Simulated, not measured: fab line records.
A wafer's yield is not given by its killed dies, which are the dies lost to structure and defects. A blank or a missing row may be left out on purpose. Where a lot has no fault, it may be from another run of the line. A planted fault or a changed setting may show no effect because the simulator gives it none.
The tool behind it: which one? :: flow n5Finfet :: Sampling: 12 lots, 36 wafers, 4 of 1938 route steps

## WHAT THE GAUGES SHOWED, per wafer
N5_BEOL_M12_CD_MEAS_28: the cd target is 160.2 nm.
lot: L077
measured: day 10 21:52
on: cdSem-01
cdNm (nm): 159.0 160.3 159.1

lot: L076
measured: day 11 07:49
on: cdSem-03
cdNm (nm): 158.3 157.7 158.8

lot: L081
measured: day 11 20:49
on: cdSem-01
cdNm (nm): 160.1 160.3 160.8

lot: L079
measured: day 12 02:07
on: cdSem-02
cdNm (nm): 160.8 159.9 160.2

lot: L083
measured: day 12 21:19
on: cdSem-01
cdNm (nm): 162.4 160.2 161.1

lot: L084
measured: day 13 12:22
on: cdSem-02
cdNm (nm): 161.0 160.7 162.5

lot: L088
measured: day 13 16:53
on: cdSem-02
cdNm (nm): 159.2 160.1 159.8

lot: L089
measured: day 14 03:51
on: cdSem-01
cdNm (nm): 160.7 160.1 160.9

lot: L090
measured: day 14 16:53
on: cdSem-01
cdNm (nm): 159.6 160.6 160.4

lot: L093
measured: day 15 10:23
on: cdSem-02
cdNm (nm): 160.8 160.6 160.4

lot: L095
measured: day 16 08:20
on: cdSem-01
cdNm (nm): 159.0 160.1 161.3

lot: L097
measured: day 16 13:07
on: cdSem-03
cdNm (nm): 159.7 161.0 160.7

## TOOL THAT RAN EACH LOT (tool first, then ch and the chambers of the sampled wafers, then the start)
lot: L077
N5_BEOL_M11_ANNEAL_51: rtpAnneal-02 ch 0, day 10 19:25
N5_BEOL_M12_ETCH_59: rieDiel-04 ch 1,2, day 10 20:49
N5_BEOL_M12_STRIP_63: plasmaAsher-02 ch 0,1, day 10 21:11

lot: L076
N5_BEOL_M11_ANNEAL_51: rtpAnneal-02 ch 0, day 11 05:46
N5_BEOL_M12_ETCH_59: rieDiel-05 ch 0,1,3, day 11 07:01
N5_BEOL_M12_STRIP_63: plasmaAsher-02 ch 0,1, day 11 07:17

lot: L081
N5_BEOL_M11_ANNEAL_51: rtpAnneal-02 ch 0, day 11 18:22
N5_BEOL_M12_ETCH_59: rieDiel-04 ch 0,2,3, day 11 19:55
N5_BEOL_M12_STRIP_63: plasmaAsher-01 ch 0,1, day 11 20:10

lot: L079
N5_BEOL_M11_ANNEAL_51: rtpAnneal-01 ch 0, day 12 00:01
N5_BEOL_M12_ETCH_59: rieDiel-05 ch 0,2,3, day 12 01:20
N5_BEOL_M12_STRIP_63: plasmaAsher-02 ch 0,1, day 12 01:35

lot: L083
N5_BEOL_M11_ANNEAL_51: rtpAnneal-02 ch 0, day 12 19:08
N5_BEOL_M12_ETCH_59: rieDiel-02 ch 0,3, day 12 20:31
N5_BEOL_M12_STRIP_63: plasmaAsher-01 ch 0,1, day 12 20:46

lot: L084
N5_BEOL_M11_ANNEAL_51: rtpAnneal-02 ch 0, day 13 10:10
N5_BEOL_M12_ETCH_59: rieDiel-02 ch 0,2,3, day 13 11:35
N5_BEOL_M12_STRIP_63: plasmaAsher-02 ch 0,1, day 13 11:50

lot: L088
N5_BEOL_M11_ANNEAL_51: rtpAnneal-02 ch 0, day 13 14:46
N5_BEOL_M12_ETCH_59: rieDiel-05 ch 0,1, day 13 16:06
N5_BEOL_M12_STRIP_63: plasmaAsher-01 ch 0,1, day 13 16:21

lot: L089
N5_BEOL_M11_ANNEAL_51: rtpAnneal-02 ch 0, day 14 01:40
N5_BEOL_M12_ETCH_59: rieDiel-05 ch 0,1,2, day 14 03:04
N5_BEOL_M12_STRIP_63: plasmaAsher-02 ch 0,1, day 14 03:20

lot: L090
N5_BEOL_M11_ANNEAL_51: rtpAnneal-01 ch 0, day 14 14:50
N5_BEOL_M12_ETCH_59: rieDiel-04 ch 0,1, day 14 16:06
N5_BEOL_M12_STRIP_63: plasmaAsher-01 ch 0,1, day 14 16:22

lot: L093
N5_BEOL_M11_ANNEAL_51: rtpAnneal-02 ch 0, day 15 07:59
N5_BEOL_M12_ETCH_59: rieDiel-05 ch 0,1,2, day 15 09:29
N5_BEOL_M12_STRIP_63: plasmaAsher-02 ch 0,1, day 15 09:44

lot: L095
N5_BEOL_M11_ANNEAL_51: rtpAnneal-02 ch 0, day 16 06:06
N5_BEOL_M12_ETCH_59: rieDiel-02 ch 0,1, day 16 07:25
N5_BEOL_M12_STRIP_63: plasmaAsher-01 ch 0,1, day 16 07:40

lot: L097
N5_BEOL_M11_ANNEAL_51: rtpAnneal-01 ch 0, day 16 10:41
N5_BEOL_M12_ETCH_59: rieDiel-02 ch 0,1,3, day 16 12:11
N5_BEOL_M12_STRIP_63: plasmaAsher-01 ch 0,1, day 16 12:28
- N5_BEOL_M11_ANNEAL_51: time 90 s.
- N5_BEOL_M12_ETCH_59: etches BARC in N2/H2, target depth 89 nm, overetch 26.7 nm, time 67.9 s.
- N5_BEOL_M12_STRIP_63: strips in N2/H2.

## THE ANSWER, worked out from the rows above alone
Rule: the usual values come from the lots themselves. Put in order of their means at a reading, lots are off if they are a third of the lots or fewer, leave a main group of 4 or more, and stand apart from it by a gap of 3 or more times the standard deviation of the main group's means; of several such gaps the widest counts. Not used: any main group whose means are identical at the precision the tables above print for the reading. Also off: a lot with no number at a reading for which 4 or more lots have one. Any other lot the step has rows for is counted as sound.
Across all readings shown, no lot is off: no conclusion can be drawn from this.

## WHAT THE SIMULATOR PUT IN
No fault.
